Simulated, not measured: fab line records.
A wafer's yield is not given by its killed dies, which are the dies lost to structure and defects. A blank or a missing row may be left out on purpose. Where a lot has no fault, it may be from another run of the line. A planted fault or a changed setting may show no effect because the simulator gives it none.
Matching of chambers	flow n5Finfet	N5_MOL_CONTACT_COAG_VIA_ETCH_117 on rieDiel-03 has 4 sister chambers
The step etches SiO2 in C4F6/O2, target depth 40 nm, overetch 8 nm, time 26 s. 4 wafers are shown with their chamber, then 7 later ones without.

== EACH WAFER AND ITS CHAMBER ==
wafer	chamber	drypumpMotorCurrentA (A)
L087.5	1	6.6
L087.6	2	6.0
L088.1	0	5.3
L088.4	3	5.5

== WAFERS WITHOUT THEIR CHAMBER ==
wafer	drypumpMotorCurrentA (A)
L088.5	5.5
L091.1	5.4
L091.4	5.5
L091.5	6.0
L096.1	6.0
L096.4	5.3
L096.6	5.9

== THE CHAMBER EACH PASSED THROUGH ==
wafer	from the rows above	in truth
L088.5	3	3
L091.1	can't be placed: 3 or 0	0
L091.4	3	3
L091.5	2	2
L096.1	2	2
L096.4	0	0
L096.6	2	2
6 of 7 placed correctly. Can't be placed from these rows: 1 (the true chamber is among the candidates in 1). Wrongly placed: 0.
How it was worked out, from the rows above alone: a wafer's distance from a chamber is the root of the sum, over the readings, of the square of ((its reading less the chamber's mean) divided by the reading's scatter). The wafer belongs to the nearest chamber; if the next one is less than 2 further off, it can't be placed. A chamber's mean is the mean of its shown wafers. The scatter: root of mean squared gap, hidden wafer to nearest shown wafer, with one shown wafer a chamber.
